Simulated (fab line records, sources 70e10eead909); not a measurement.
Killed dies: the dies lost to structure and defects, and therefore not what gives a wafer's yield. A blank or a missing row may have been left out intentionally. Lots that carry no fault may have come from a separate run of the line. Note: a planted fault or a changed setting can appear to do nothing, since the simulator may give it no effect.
Which tool did it? | flow nand harc | Sampling: 13 lots, 39 wafers, 5 of 1302 route steps

## WHAT EACH GAUGE READ, for each wafer
NHARC_P_M1_INSPECT_27. Usual: raw defect count 290, standard deviation 120.
lot  | measured     | on                | raw defect count | flag
L538 | day 7 01:28  | defect inspect-01 | 168 236 109      |
L541 | day 7 21:25  | defect inspect-02 | 1020 351 544     |
L542 | day 8 14:02  | defect inspect-01 | 273 202 261      |
L543 | day 8 23:53  | defect inspect-01 | 276 148 193      |
L545 | day 9 19:13  | defect inspect-02 | 178 146 248      |
L547 | day 10 23:15 | defect inspect-02 | 613 448 334      |
L549 | day 11 13:09 | defect inspect-02 | 382 376 242      |
L552 | day 12 11:34 | defect inspect-02 | 337 401 386      |
L555 | day 13 18:13 | defect inspect-02 | 238 175 179      |
L556 | day 14 04:26 | defect inspect-01 | 216 184 289      |
L557 | day 14 15:27 | defect inspect-01 | 328 223 299      |
L559 | day 15 09:44 | defect inspect-01 | 314 272 242      |
L560 | day 15 21:19 | defect inspect-02 | 339 216 133      |

NHARC_END_SORT_01. Usual: value, then standard deviation, for each; defect limited yield 91 % / 3.2; killed at array 53 / 21; killed at other 1.1 / 1.5; killed at periphery 3.9 / 2.7; killed dies 58 / 21; killed open 3.4 / 1.9; killed short 2.3 / 1.5.
lot  | measured     | on        | defect limited yield (%) | killed at array | killed at other | killed at periphery | killed dies | killed open | killed short | flag
L538 | day 25 06:32 | prober-01 | 89 87 91                 | 68 86 61        | 1 0 0           | 5 2 2               | 74 88 63    | 3 4 3       | 2 0 0        |
L541 | day 25 18:00 | prober-01 | 90 89 89                 | 64 70 71        | 1 2 1           | 4 2 5               | 69 74 77    | 5 5 1       | 3 1 1        |
L542 | day 26 22:52 | prober-02 | 91 90 90                 | 51 62 62        | 0 0 2           | 8 7 4               | 59 69 68    | 3 6 2       | 1 1 1        |
L543 | day 27 09:59 | prober-01 | 92 92 93                 | 48 50 50        | 0 0 0           | 4 3 0               | 52 53 50    | 4 1 3       | 2 3 0        |
L545 | day 28 01:53 | prober-01 | 96 95 95                 | 23 29 22        | 2 4 3           | 2 1 10              | 27 34 35    | 2 3 3       | 2 5 5        |
L547 | day 29 06:13 | prober-02 | 89 92 92                 | 67 54 53        | 1 0 0           | 6 0 1               | 74 54 54    | 2 3 2       | 4 1 2        |
L549 | day 29 23:45 | prober-02 | 87 92 90                 | 88 54 66        | 0 0 0           | 1 2 3               | 89 56 69    | 4 1 4       | 3 4 2        |
L552 | day 30 15:47 | prober-01 | 92 93 91                 | 40 44 50        | 0 0 0           | 12 5 13             | 52 49 63    | 2 3 5       | 1 3 4        |
L555 | day 32 00:08 | prober-01 | 93 95 95                 | 42 34 30        | 1 1 0           | 5 1 4               | 48 36 34    | 7 2 3       | 1 5 3        |
L556 | day 32 20:44 | prober-01 | 89 90 91                 | 68 57 51        | 5 2 4           | 4 7 4               | 77 66 59    | 5 5 1       | 1 3 0        |
L557 | day 33 00:01 | prober-02 | 88 91 91                 | 78 59 61        | 1 0 1           | 2 3 1               | 81 62 63    | 1 4 4       | 4 1 1        |
L559 | day 33 06:16 | prober-01 | 86 88 90                 | 83 75 57        | 6 1 3           | 8 4 5               | 97 80 65    | 2 3 3       | 3 1 2        |
L560 | day 34 19:23 | prober-01 | 94 93 93                 | 43 44 45        | 1 2 0           | 0 3 4               | 44 49 49    | 3 4 3       | 0 1 2        |

## EACH LOT AND THE TOOL THAT RAN IT (in order: tool; ch and the chambers of the sampled wafers; start)
lot  | NHARC_P_M1_STRIP_18                | NHARC_P_M1_PRE_CLEAN_32         | NHARC_P_M2_SOFTBAKE_04
L538 | rie diel-09 ch 0,1, day 6 23:16    | pecvd-04 ch 0,2, day 7 01:32    | litho track-04 ch 0, day 7 02:00
L541 | rie diel-09 ch 2,3, day 7 19:14    | pecvd-04 ch 0,1, day 7 21:29    | litho track-01 ch 0, day 7 22:00
L542 | rie diel-12 ch 0,2,3, day 8 11:56  | pecvd-01 ch 0,1,2, day 8 14:09  | litho track-01 ch 0, day 8 15:00
L543 | rie diel-12 ch 0,3, day 8 21:23    | pecvd-01 ch 0,1,2, day 8 23:57  | litho track-04 ch 0, day 9 00:00
L545 | rie diel-12 ch 1,2, day 9 17:02    | pecvd-04 ch 0,2, day 9 19:19    | litho track-04 ch 0, day 9 20:00
L547 | rie diel-08 ch 0,1,3, day 10 21:04 | pecvd-04 ch 0,1,2, day 10 23:19 | litho track-04 ch 0, day 11 00:00
L549 | rie diel-12 ch 1,2, day 11 10:58   | pecvd-01 ch 0,1,2, day 11 13:13 | litho track-04 ch 0, day 11 14:00
L552 | rie diel-09 ch 2,3, day 12 09:13   | pecvd-02 ch 0,2, day 12 11:37   | litho track-01 ch 0, day 12 12:00
L555 | rie diel-12 ch 0,1,2, day 13 16:01 | pecvd-04 ch 1,2, day 13 18:17   | litho track-01 ch 0, day 13 19:00
L556 | rie diel-08 ch 0,1,2, day 14 02:16 | pecvd-02 ch 1,2, day 14 04:29   | litho track-06 ch 0, day 14 05:00
L557 | rie diel-12 ch 0,3, day 14 13:08   | pecvd-01 ch 0,1,2, day 14 15:32 | litho track-06 ch 0, day 14 16:00
L559 | rie diel-12 ch 1,3, day 15 07:34   | pecvd-01 ch 1,2, day 15 09:50   | litho track-04 ch 0, day 15 10:00
L560 | rie diel-08 ch 1,2,3, day 15 19:04 | pecvd-01 ch 1,2, day 15 21:24   | litho track-04 ch 0, day 15 22:00
- NHARC_P_M1_STRIP_18: strips in N2/H2.
- NHARC_P_M1_PRE_CLEAN_32: time 12 s.
- NHARC_P_M2_SOFTBAKE_04: time 55 s.

## AS READ BY THE TOOLS THEMSELVES (means over the sampled wafers that have a number; for cases with no such wafer, the mark the record gives instead)
NHARC_P_M1_STRIP_18. Usual: value, then standard deviation, for each; chamber pressure mTorr 30.002 mTorr / 0.029; drypump motor current A 5.6 A / 0.47; oes product au 0.997 a.u. / 0.0093; rf fwd power W 997 W / 3.3; rf vpp V 90.6 V / 0.81; showerhead plenum p Torr 2.01 Torr / 0.08; throttle valve pct 14.171 % / 0.0088.
lot  | tool        | chamber pressure mTorr (mTorr) | drypump motor current A (A) | oes product au (a.u.) | rf fwd power W (W) | rf vpp V (V) | showerhead plenum p Torr (Torr) | throttle valve pct (%) | flag
L538 | rie diel-09 | 29.994                         | 5.4                         | 1.014                 | 997                | 91.1         | 2.06                            | 14.176                 |
L541 | rie diel-09 | 30.022                         | 5.7                         | 0.991                 | 994                | 91.0         | 2.05                            | 14.171                 |
L542 | rie diel-12 | 30.008                         | 5.8                         | 0.994                 | 997                | 91.1         | 2.03                            | 14.167                 |
L543 | rie diel-12 | 30.012                         | 6.2                         | 0.993                 | 997                | 90.6         | 2.05                            | 14.169                 |
L545 | rie diel-12 | 29.977                         | 5.5                         | 1.002                 | 998                | 90.8         | 2.01                            | 14.173                 |
L547 | rie diel-08 | 29.992                         | 5.3                         | 0.991                 | 997                | 91.1         | 2.05                            | 14.176                 |
L549 | rie diel-12 | 29.997                         | 5.5                         | 0.994                 | 999                | 90.7         | 2.01                            | 14.171                 |
L552 | rie diel-09 | 30.028                         | 5.5                         | 0.993                 | 994                | 90.1         | 1.97                            | 14.168                 |
L555 | rie diel-12 | 30.014                         | 5.9                         | 0.997                 | 997                | 90.4         | 2.02                            | 14.179                 |
L556 | rie diel-08 | 30.019                         | 5.2                         | 0.998                 | 995                | 90.7         | 1.98                            | 14.168                 |
L557 | rie diel-12 | 30.023                         | 5.9                         | 0.992                 | 996                | 90.0         | 2.01                            | 14.179                 |
L559 | rie diel-12 | 30.018                         | 5.7                         | 0.995                 | 1000               | 90.7         | 1.98                            | 14.176                 |
L560 | rie diel-08 | 30.013                         | 5.5                         | 0.991                 | 998                | 91.0         | 1.97                            | 14.179                 |

NHARC_P_M1_PRE_CLEAN_32. Usual: heater power w 612 W, standard deviation 55; rf fwd power W 292.4 W, standard deviation 0.8.
lot  | tool     | heater power w (W) | rf fwd power W (W) | flag
L538 | pecvd-04 | 568                | 291.7              |
L541 | pecvd-04 | 621                | 292.4              |
L542 | pecvd-01 | 575                | 292.2              |
L543 | pecvd-01 | 591                | 292.6              |
L545 | pecvd-04 | 556                | 292.2              |
L547 | pecvd-04 | 588                | 292.3              |
L549 | pecvd-01 | 582                | 292.4              |
L552 | pecvd-02 | 621                | 292.2              |
L555 | pecvd-04 | 662                | 292.7              |
L556 | pecvd-02 | 622                | 293.2              |
L557 | pecvd-01 | 598                | 292.3              |
L559 | pecvd-01 | 638                | 291.9              |
L560 | pecvd-01 | 580                | 293.0              |

NHARC_P_M2_SOFTBAKE_04. Usual: heater power total W 188.46 W, standard deviation 0.14.
lot  | tool           | heater power total W (W) | flag
L538 | litho track-04 | 188.42                   |
L541 | litho track-01 | 188.49                   |
L542 | litho track-01 | 188.41                   |
L543 | litho track-04 | 188.36                   |
L545 | litho track-04 | 188.56                   |
L547 | litho track-04 | 212.47                   | OFF
L549 | litho track-04 | 212.64                   | OFF
L552 | litho track-01 | 188.47                   |
L555 | litho track-01 | 188.58                   |
L556 | litho track-06 | 188.38                   |
L557 | litho track-06 | 188.33                   |
L559 | litho track-04 | 188.43                   |
L560 | litho track-04 | 188.57                   |

## THE ANSWER, worked out from the rows above alone
Rule: a lot is off if the mean of its wafers that have a number lies more than 3 standard deviations from the usual mean. A lot without any number at a reading at which 4 lots or more have one is off too. Where the step has rows for the other lots, those lots are counted as sound. The gauges are gone through in route order, then the tools' own readings, and for those a lot's mean is taken as printed above. The first step at which some lot is off is used, and at that step the reading that is off furthest; a lot without a number counts as furthest.
Off: L547, L549 (NHARC_P_M2_SOFTBAKE_04, heater power total W).
If a tool, at that step or one of the process steps before it, ran each lot that is off and ran no sound lot following the first of them, it fits. Not one of the candidates tried fits.

## WHAT THE SIMULATOR PUT IN
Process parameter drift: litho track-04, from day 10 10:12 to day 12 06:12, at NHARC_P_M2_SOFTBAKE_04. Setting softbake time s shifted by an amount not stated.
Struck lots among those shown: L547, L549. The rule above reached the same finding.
